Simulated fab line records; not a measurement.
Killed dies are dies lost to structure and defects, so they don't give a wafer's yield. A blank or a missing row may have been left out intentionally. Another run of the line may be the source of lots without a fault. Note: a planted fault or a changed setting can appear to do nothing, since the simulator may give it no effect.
fab line records	flow nandHarc
record: lots: 5	wafers: 14	lastDay: 23
route steps=1159 shown P_M1@296 END@1159
lots untouched by any fault: they come from a run of this same line in which no faults occurred
startH: start of the lot's first displayed wafer, in hours after the record's first day	waitH: hours elapsed since this lot's preceding step	" identical to the entry in the row above	L1.1+2: a single row standing in for several wafers	- no value, or no start was given	* or withheld: withheld	< > ~ a bound
route shown NAME@n: NAME is a module with steps in the file, n the number in the route of the first one	usual: average and standard deviation across the fault-free wafers	same: alike in all rows	chamber/n: place in a boat	sites: each site's reading	_std_site: how widely they spread, as a standard deviation	_edge_site: the outer-site mean with the inner-site mean subtracted	radiusMm: how far each site lies from the wafer's centre	mask NAME#n: copy n	behind: the last tool/chamber to shape the wafer	hold: reason for holding the lot/hours on hold/outcome of the hold	device: which transistor (n, p or np) failed to switch	end of line: the tests these same wafers got at the end of their route	a step without rows: its recipe alone	killed: dies lost to structure and defects at the first sort, not the wafer's yield	map: a wafer's dies, marking killed ones x, the rest . and places with no die _
set.NAME: the run value of the setting; set.NAME@STEP: its run value at that earlier step	model.NAME: the simulator's own value behind a step, which no gauge read
lots seen at some steps along the route; tables by step, rows by wafer
services: when a tool's chamber went out of use (startH, in hours from the record's first day, below 0 if earlier), for how many hours, and the reason
== steps ==
step: NHARC_P_M1_OVL_MEAS_10
recipe: pitchNm: 260
usual: overlayXNm: -0.3/0.88	overlayYNm: 0.1/0.99
lot.wafer	tool	chamber	startH	waitH	overlayXNm	overlayYNm
L907.2	overlay-01	-	130.54	-	-2.1	-0.1
L907.3	"	-	"	"	-2.5	-0.4
L907.4	"	-	"	"	-1.6	-0.6
L911.3	overlay-02	-	157.07	-	1.1	0.9
L911.5	"	-	"	"	0.0	1.3
L911.6	"	-	"	"	0.4	0.9
L913.2	overlay-02	-	168.42	-	-0.8	0.3
L913.3	"	-	"	"	-0.5	-0.2
L913.5	"	-	"	"	-0.2	0.5
L915.3	overlay-02	-	171.07	-	-1.4	-0.3
L915.4	"	-	"	"	-0.7	0.4
L915.6	"	-	"	"	-0.5	-0.6
L923.2	overlay-01	-	228.25	-	0.1	1.7
L923.4	"	-	"	"	0.4	0.7
step: NHARC_P_M1_INSPECT_11
usual: rawDefectCount: 4.2/2.5
lot.wafer	tool	chamber	startH	waitH	rawDefectCount
L907.2	defectInspect-01	-	130.58	0.0	2
L907.3	"	-	"	"	4
L907.4	"	-	"	"	6
L911.3	defectInspect-01	-	157.11	0.0	1
L911.5	"	-	"	"	5
L911.6	"	-	"	"	3
L913.2	defectInspect-02	-	168.46	0.0	3
L913.3	"	-	"	"	6
L913.5	"	-	"	"	1
L915.3	defectInspect-01	-	171.10	0.0	3
L915.4	"	-	"	"	7
L915.6	"	-	"	"	3
L923.2	defectInspect-01	-	228.28	0.0	3
L923.4	"	-	"	"	2
step: NHARC_P_M1_DESCUM_14
recipe: timeS: 3	o2FlowSccm: 200	arFlowSccm: 0	biasPowerW: 0	chemistry: O2
step: NHARC_P_M1_ETCH_35
recipe: targetDepthA: 400	overetchA: 120	timeS: 43.94	ionEnergyEv: 200	n2FlowSccm: 150	h2FlowSccm: 150	arFlowSccm: 0	rfW: 400	biasW: 150	chemistry: N2/H2
usual: drypumpMotorCurrentA: 5.8/0.43	mfcArSccm: 0.010/0.013	n2FlowSccm: 150.0/0.45	oesProductAu: 0.999/0.0092	rfVppV: 430.2/2.3	showerheadPlenumPTorr: 2.03/0.076	throttleValvePct: 14.170/0.0095
lot.wafer	tool	chamber	startH	waitH	drypumpMotorCurrentA	mfcArSccm	n2FlowSccm	oesProductAu	rfHoursCounterH	rfVppV	showerheadPlenumPTorr	throttleValvePct
L907.3	rieDiel-06	3	130.72	0.1	5.9	0	149.6	0.998	4	434.0	2.12	14.183
L907.2	"	0	"	"	4.9	0.007	150.3	0.998	4	428.1	1.98	14.167
L907.4	"	2	"	"	5.8	0	149.9	0.998	5	427.7	1.98	14.171
L911.3	rieDiel-06	0	157.26	0.1	5.0	0.007	150.2	0.992	7	428.8	1.98	14.167
L911.5	"	2	"	"	5.8	0	150.3	0.992	-	429.7	1.98	14.165
L911.6	"	3	"	"	5.9	0	150.0	1.002	-	432.4	2.12	14.169
L913.2	rieDiel-01	0	168.63	0.1	5.9	0.036	150.0	1.003	1	428.9	2.02	14.163
L913.3	"	1	"	"	5.8	0	149.8	0.987	1	429.3	1.99	14.184
L913.5	"	2	"	"	5.8	0.022	149.0	1.009	-	427.0	1.90	14.172
L915.4	rieDiel-11	1	171.25	0.1	6.1	0.006	150.8	0.983	10	432.9	2.12	14.172
L915.3	"	3	"	"	5.6	0.035	149.1	1.004	11	431.4	2.04	14.173
L915.6	"	1	"	"	6.1	0.006	149.4	0.985	-	433.0	2.12	14.175
L923.4	rieDiel-06	1	228.45	0.1	5.2	0	150.2	0.995	12	424.3	1.89	14.180
L923.2	"	3	"	"	5.9	0	150.9	1.010	13	432.5	2.12	14.155
step: NHARC_P_M1_ETCH_15
recipe: targetDepthA: 1825	timeS: 91.2	c4f8FlowSccm: withheld	arFlowSccm: 400	rfW: 600	biasW: 300	chemistry: C4F8/Ar
step: NHARC_P_M1_CD_MEAS_16
usual: cdNm: 130.2/0.77
lot.wafer	tool	chamber	startH	waitH	cdNm
L907.2	cdSem-03	-	130.95	-	130.2
L907.3	"	-	"	"	129.6
L907.4	"	-	"	"	129.6
L911.3	cdSem-01	-	157.48	-	129.8
L911.5	"	-	"	"	130.1
L911.6	"	-	"	"	129.5
L913.2	cdSem-03	-	168.88	-	130.5
L913.3	"	-	"	"	131.1
L913.5	"	-	"	"	129.7
L915.3	cdSem-02	-	171.47	-	129.0
L915.4	"	-	"	"	130.8
L915.6	"	-	"	"	131.3
L923.2	cdSem-03	-	228.67	-	130.4
L923.4	"	-	"	"	130.8
step: NHARC_P_M1_STRIP_18
recipe: powerW: 1000	n2FlowSccm: 150	h2FlowSccm: 150	arFlowSccm: 0	biasW: 0	chemistry: N2/H2
usual: drypumpMotorCurrentA: 5.8/0.4	mfcArSccm: 0.011/0.014	n2FlowSccm: 150.0/0.48	oesProductAu: 1.000/0.0084	powerW: 1000.1/2.8	rfVppV: 90.5/0.93	showerheadPlenumPTorr: 2.01/0.073	throttleValvePct: 14.172/0.0085
lot.wafer	tool	chamber	startH	waitH	drypumpMotorCurrentA	mfcArSccm	n2FlowSccm	oesProductAu	powerW	rfHoursCounterH	rfVppV	showerheadPlenumPTorr	throttleValvePct
L907.2	rieDiel-06	2	131.02	0.1	5.8	0	150.5	0.992	1002.4	5	90.8	1.98	14.168
L907.4	"	3	"	"	5.9	0	149.2	1.001	1001.5	4	90.5	2.12	14.172
L907.3	"	1	"	"	5.2	0	150.1	1.007	998.4	5	88.3	1.90	14.174
L911.3	rieDiel-01	2	157.57	0.1	5.8	0.022	150.5	1.009	1001.9	0	90.7	1.90	14.174
L911.5	"	1	"	"	5.8	0	150.2	0.990	1001.6	-	91.1	1.99	14.158
L911.6	"	2	"	"	5.8	0.022	150.2	1.009	999.8	-	89.9	1.90	14.168
L913.2	rieDiel-06	2	168.95	0.1	5.8	0	150.4	0.998	1001.7	8	90.4	1.98	14.167
L913.3	"	0	"	"	4.9	0.007	150.2	0.997	1001.0	8	90.0	1.97	14.177
L913.5	"	3	"	"	5.9	0	149.9	1.016	1005.1	-	91.0	2.12	14.182
L915.3	rieDiel-11	1	171.54	0.1	6.1	0.006	149.8	0.984	996.2	11	91.1	2.12	14.176
L915.4	"	2	"	"	6.3	0.019	148.8	1.010	1000.4	11	91.2	2.13	14.175
L915.6	"	2	"	"	6.3	0.019	149.5	1.003	998.7	-	92.0	2.13	14.159
L923.2	rieDiel-06	1	228.74	0.1	5.2	0	150.2	0.998	997.3	12	90.9	1.89	14.175
L923.4	"	2	"	"	5.8	0	150.3	1.009	1004.1	13	90.3	1.98	14.188
step: NHARC_P_M1_ETCH_28
recipe: targetDepthA: 300	overEtchFrac: 0.3	timeS: 72.99	ionEnergyEv: 150	cf4FlowSccm: 50	n2FlowSccm: 100	arFlowSccm: 150	rfW: 300	biasW: 100	chemistry: CF4/N2
step: NHARC_P_M1_STRIP_19
recipe: timeS: 600	tempC: 30	chemistry: postEtchResidueRemover
step: NHARC_P_M1_DEGAS_29
recipe: tempC: 250	timeS: 60
step: NHARC_P_M1_PRE_CLEAN_30
recipe: timeS: 30	tempC: 280	gas: H2/He
step: NHARC_P_M1_PVD_20
recipe: targetThkA: 50	biasV: 168.6	powerW: 15000	chamberPressurePa: 0.12	timeS: 8.06	substrateTempC: 50	material: TaN
step: NHARC_P_M1_PVD_21
recipe: targetThkA: 300	chamberPressurePa: 5	powerW: 5000	substrateTempC: 30	timeS: 20.49	material: Cu
usual: throttleValvePct: 30.0/0.58
lot.wafer	tool	chamber	startH	waitH	throttleValvePct
L907.4	pvdSputter-01	-	131.90	-	29.3
L907.3	"	-	"	"	30.3
L907.2	"	-	"	"	29.7
L911.3	pvdSputter-03	-	158.42	-	30.3
L911.5	"	-	"	"	30.0
L911.6	"	-	"	"	30.3
L913.2	pvdSputter-03	-	169.81	-	30.5
L913.3	"	-	"	"	30.4
L913.5	"	-	"	"	30.3
L915.4	pvdSputter-03	-	172.50	-	30.3
L915.3	"	-	"	"	30.4
L915.6	"	-	"	"	30.5
L923.2	pvdSputter-01	-	229.69	-	29.7
L923.4	"	-	"	"	28.9
step: NHARC_P_M1_ECD_22
recipe: targetThkA: 4000	bathTempC: 25	material: Cu
step: NHARC_P_M1_ANNEAL_31
recipe: tempC: 225	timeS: 90
usual: wafer_temp_C_max: 225.71/0.24
lot.wafer	tool	chamber	startH	waitH	wafer_temp_C_max
L907.2	rtpAnneal-02	0	132.47	-	225.91
L907.3	"	0	"	"	225.77
L907.4	"	0	"	"	226.42
L911.3	rtpAnneal-01	0	159.03	0.3	225.50
L911.5	"	0	"	"	225.59
L911.6	"	0	"	"	225.55
L913.2	rtpAnneal-02	0	170.38	-	225.85
L913.3	"	0	"	"	225.73
L913.5	"	0	"	"	226.21
L915.3	rtpAnneal-02	0	173.38	-	225.71
L915.4	"	0	"	"	225.90
L915.6	"	0	"	"	225.92
L923.2	rtpAnneal-01	0	230.26	0.4	225.82
L923.4	"	0	"	"	225.68
step: NHARC_P_M1_CMP_23
recipe: tOverpolishS: 20	targetThkNm: 157.82
usual: motorCurrentA: 12.3/1.5	retainingRingPressureFrac: 0.999/0.005	slurryFilterDpKPa: 13.51/0.12	slurryFlowMlMin: 150.0/0.43	timeToEndpointS: 27.8/2.6
lot.wafer	tool	chamber	startH	waitH	motorCurrentA	retainingRingPressureFrac	slurryFilterDpKPa	slurryFlowMlMin	timeToEndpointS
L907.3	cmp-01	3	132.76	-	12.1	0.994	13.32	149.7	28.2
L907.4	"	1	"	"	12.2	1.001	13.46	150.6	28.4
L907.2	"	2	"	"	11.9	1.001	13.58	149.7	23.8
L911.3	cmp-02	3	159.36	-	11.3	1.009	13.62	149.6	22.6
L911.5	"	0	"	"	10.8	0.999	13.56	150.0	26.4
L911.6	"	1	"	"	13.4	1.001	13.56	149.3	26.2
L913.2	cmp-03	2	170.73	-	12.6	1.000	13.52	149.7	23.3
L913.3	"	3	"	"	10.3	1.003	13.68	150.6	30.6
L913.5	"	0	"	"	14.4	0.994	13.35	149.6	29.0
L915.4	cmp-01	3	173.62	-	12.5	1.009	13.29	149.7	23.6
L915.3	"	2	"	"	12.1	0.991	13.51	149.8	25.5
L915.6	"	3	"	"	12.4	1.008	13.42	149.7	23.7
L923.4	cmp-03	1	230.61	-	11.1	0.996	13.68	150.1	26.5
L923.2	"	2	"	"	12.3	1.007	13.49	149.3	28.3
step: NHARC_P_M1_SRD_25
step: NHARC_P_M1_INSPECT_27
usual: rawDefectCount: 324/110
lot.wafer	tool	chamber	startH	waitH	rawDefectCount
L907.2	defectInspect-01	-	133.24	0.0	249
L907.3	"	-	"	"	319
L907.4	"	-	"	"	327
L911.3	defectInspect-02	-	159.75	0.0	159
L911.5	"	-	"	"	311
L911.6	"	-	"	"	383
L913.2	defectInspect-02	-	171.16	0.0	360
L913.3	"	-	"	"	328
L913.5	"	-	"	"	341
L915.3	defectInspect-01	-	174.11	0.0	352
L915.4	"	-	"	"	428
L915.6	"	-	"	"	325
L923.2	defectInspect-01	-	231.02	0.0	308
L923.4	"	-	"	"	281
step: NHARC_P_M1_PRE_CLEAN_32
recipe: timeS: 12	tempC: 370	rfPowerW: 300	gas: NH3
step: NHARC_P_M1_DEP_33
recipe: targetThkA: 300	tempC: 370	targetThkNm: 30	pressureTorr: 3	flowSccm: 200	rfW: 450	material: SiCN
usual: heaterPowerW: 621/79	susceptorTempC: 370.00/0.2
lot.wafer	tool	chamber	startH	waitH	heaterPowerW	susceptorTempC
L907.2	pecvd-02	0	133.38	0.1	590	370.19
L907.3	"	2	"	"	665	369.81
L907.4	"	2	"	"	657	370.10
L911.3	pecvd-03	2	159.89	0.1	580	370.19
L911.6	"	2	"	"	585	370.03
L911.5	"	1	"	"	709	370.11
L913.3	pecvd-02	0	171.35	0.1	699	369.96
L913.2	"	1	"	"	697	369.76
L913.5	"	0	"	"	707	369.87
L915.3	pecvd-04	0	174.25	0.1	583	370.17
L915.6	"	0	"	"	598	370.39
L915.4	"	1	"	"	513	370.14
L923.2	pecvd-04	2	231.21	0.1	517	369.92
L923.4	"	2	"	"	518	369.89
step: NHARC_END_SORT_01
recipe: tempC: 25
usual: defectLimitedYield: 95.4/1.3	killedAtArray: 27/8	killedAtOther: 0.8/1.2	killedAtPeriphery: 3.3/2.3	killedDies: 31/8.8	killedOpen: 3.2/2.1	killedShort: 2.1/1.4	sort_bin_2_pct: 1.4/0.55	sort_bin_3_pct: 0.25/0.2	sort_bin_4_pct: 2.9/0.92	sortNPass: 646/8.8	sortRimYieldPct: 95.5/2.7	sortYieldPct: 95.4/1.3
same: grossDies: 677	sort_bin_5_pct[%]: 0	sort_bin_6_pct[%]: 0	sort_bin_7_pct[%]: 0	sort_bin_8_pct[%]: 0	sortRimNGross: 106.00
lot.wafer	tool	chamber	startH	waitH	defectLimitedYield[%]	killedAtArray	killedAtOther	killedAtPeriphery	killedDies	killedOpen	killedShort	sort_bin_2_pct[%]	sort_bin_3_pct[%]	sort_bin_4_pct[%]	sortNPass	sortRimYieldPct[%]	sortYieldPct[%]
L915.3	prober-02	0	495.59	3.1	95.1	31	0	2	33	3	1	1.8	0.30	2.8	644	93.4	95.1
L915.4	prober-02	0	496.39	3.4	95.1	26	1	6	33	4	3	0.7	0.30	3.8	644	98.1	95.1
L915.6	prober-02	0	498.01	4.0	93.2	42	2	2	46	5	3	2.8	0.59	3.4	631	94.3	93.2
L923.2	prober-01	0	558.63	2.8	0	35	0	642	677	1	2	96.0	0	4.0	0	0	0
L923.4	prober-01	0	560.25	3.4	0	36	1	640	677	5	3	96.2	0.44	3.4	0	0	0
killed by level:class
L915.3 A_CHANNEL_HOLE_D1:chamberFilmFlake=13 A_CONTACT:chamberFilmFlake=8 A_CHANNEL_FILL_D1:chamberFilmFlake=2 A_STAIRCASE:chamberFilmFlake=2 A_WL_FILL:chamberFilmFlake=2 P_CONTACT:geometricParticle:open=1 A_CHANNEL_FILL_D1:geometricParticle:open=1 A_M0:geometricParticle:open=1
L915.4 A_CHANNEL_HOLE_D1:chamberFilmFlake=9 A_CONTACT:chamberFilmFlake=5 A_WL_FILL:chamberFilmFlake=4 P_ZERO_WELL:chamberFilmFlake=3 A_CONTACT:geometricParticle:open=2 P_STI:chamberFilmFlake=2 A_ONON_D1:geometricParticle:short=1 A_CHANNEL_FILL_D1:geometricParticle:short=1
L915.6 A_CHANNEL_HOLE_D1:chamberFilmFlake=26 A_WL_FILL:chamberFilmFlake=3 A_M0:geometricParticle:short=2 A_M1:geometricParticle:open=2 A_CHANNEL_FILL_D1:chamberFilmFlake=2 A_STAIRCASE:chamberFilmFlake=2 A_CONTACT:chamberFilmFlake=2 A_CHANNEL_FILL_D1:geometricParticle:open=1
L923.2 P_M1:areaPvd=640 A_CHANNEL_HOLE_D1:chamberFilmFlake=20 A_STAIRCASE:chamberFilmFlake=4 A_M0:chamberFilmFlake=4 A_WL_FILL:chamberFilmFlake=2 P_STI:geometricParticle:short=1 A_SOURCE_PLATE:geometricParticle:short=1 A_M0:geometricParticle:open=1
L923.4 P_M1:areaPvd=637 A_CHANNEL_HOLE_D1:chamberFilmFlake=14 A_STAIRCASE:chamberFilmFlake=5 A_M0:chamberFilmFlake=4 A_ZERO_WELL:chamberFilmFlake=3 A_WL_FILL:chamberFilmFlake=3 P_M0:geometricParticle:open=2 A_WL_FILL:geometricParticle:open=2
map L923.2 (x killed, . not)
____________x____________
_________xxxxxxx_________
_______xxxxxxxxxxx_______
______xxxxxxxxxxxxx______
_____xxxxxxxxxxxxxxx_____
____xxxxxxxxxxxxxxxxx____
____xxxxxxxxxxxxxxxxx____
___xxxxxxxxxxxxxxxxxxx___
___xxxxxxxxxxxxxxxxxxx___
__xxxxxxxxxxxxxxxxxxxxx__
__xxxxxxxxxxxxxxxxxxxxx__
_xxxxxxxxxxxxxxxxxxxxxxx_
_xxxxxxxxxxxxxxxxxxxxxxx_
_xxxxxxxxxxxxxxxxxxxxxxx_
_xxxxxxxxxxxxxxxxxxxxxxx_
_xxxxxxxxxxxxxxxxxxxxxxx_
xxxxxxxxxxxxxxxxxxxxxxxxx
xxxxxxxxxxxxxxxxxxxxxxxxx
xxxxxxxxxxxxxxxxxxxxxxxxx
xxxxxxxxxxxxxxxxxxxxxxxxx
xxxxxxxxxxxxxxxxxxxxxxxxx
_xxxxxxxxxxxxxxxxxxxxxxx_
_xxxxxxxxxxxxxxxxxxxxxxx_
_xxxxxxxxxxxxxxxxxxxxxxx_
_xxxxxxxxxxxxxxxxxxxxxxx_
_xxxxxxxxxxxxxxxxxxxxxxx_
__xxxxxxxxxxxxxxxxxxxxx__
__xxxxxxxxxxxxxxxxxxxxx__
___xxxxxxxxxxxxxxxxxxx___
___xxxxxxxxxxxxxxxxxxx___
____xxxxxxxxxxxxxxxxx____
____xxxxxxxxxxxxxxxxx____
_____xxxxxxxxxxxxxxx_____
______xxxxxxxxxxxxx______
_______xxxxxxxxxxx_______
_________xxxxxxx_________
____________x____________
map L907.2 (x killed, . not)
____________.____________
_________...x..._________
_______..........._______
______x............______
_____..............._____
____.................____
____.........x....x..____
___..x....x....xx.....___
___....x.x..x.........___
__.....................__
__.....................__
_....x.................._
_.....x................._
_.......x..............._
_.......x..............._
_.......x..............._
...................x.x...
x........................
............x..x.........
.........xx..............
x..x..x..................
_......................._
_..x...................._
_x..x...x..............._
_.x....................._
_......................._
__.x..x................__
__...........x.........__
___................x..___
___...................___
____.................____
____.......x.........____
_____..............._____
______.............______
_______..........._______
_________......._________
____________.____________
== services ==
tool	chamber	startH	hours	kind
pecvd-04	-	108.70	2.3	repair
pecvd-03	-	111.19	13.0	pm
pvdSputter-01	-	111.30	1.9	repair
cmp-02	-	128.50	4.0	pm
rieDiel-01	2	133.06	19.9	repair
pecvd-04	0	136.78	3.8	repair
rieDiel-01	-	137.85	9.0	pm
cmp-02	-	144.68	4.3	repair
cmp-03	-	152.64	2.1	repair
pecvd-02	-	153.00	13.0	pm
cmp-03	-	157.00	4.0	pm
pvdSputter-01	-	158.04	10.0	pm
rieDiel-01	3	165.38	4.7	repair
pecvd-04	-	168.56	1.0	repair
rieDiel-06	0	174.83	3.5	repair
cmp-01	-	179.50	4.0	pm
cmp-02	-	184.85	0.4	repair
rieDiel-11	-	189.50	9.0	pm
pecvd-04	-	195.54	13.0	pm
cmp-03	-	209.27	1.8	repair
cmp-03	-	211.30	10.5	repair
rieDiel-06	1	213.43	2.9	repair
pecvd-03	-	225.87	0.3	repair
cmp-03	-	229.34	1.0	repair
== key ==
firstSign: step: NHARC_END_SORT_01	reading: killedAtPeriphery	direction: up	sigmas: 99+	usual: 3.3	struck: 641
effect: step: NHARC_END_SORT_01	reading: sort_bin_2_pct	direction: up	sigmas: 99+	usual: 1.4	struck: 96.1
moreKillsBornAt: NHARC_P_M1_PVD_21@pvdSputter-01: 1277
metAt NHARC_P_M1_PVD_21
struckWafers L923.2,L923.4
laterRowsLeftOut L923.2,L923.4
onsetBetween 131.90 229.69
alsoFits time
fault: kind: processParameterDrift	tool: pvdSputter-01	chamber: -	onsetH: 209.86	steps: NHARC_P_M1_PVD_21	channel: targetThkA	offset: *	shape: step	endH: 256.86	scope: struckWafersOnly	actsIn: *	stated: *
laterRowsLeftOut: the simulator's readings of these wafers behind a module that went badly wrong aren't trusted and aren't shown, but for the sort
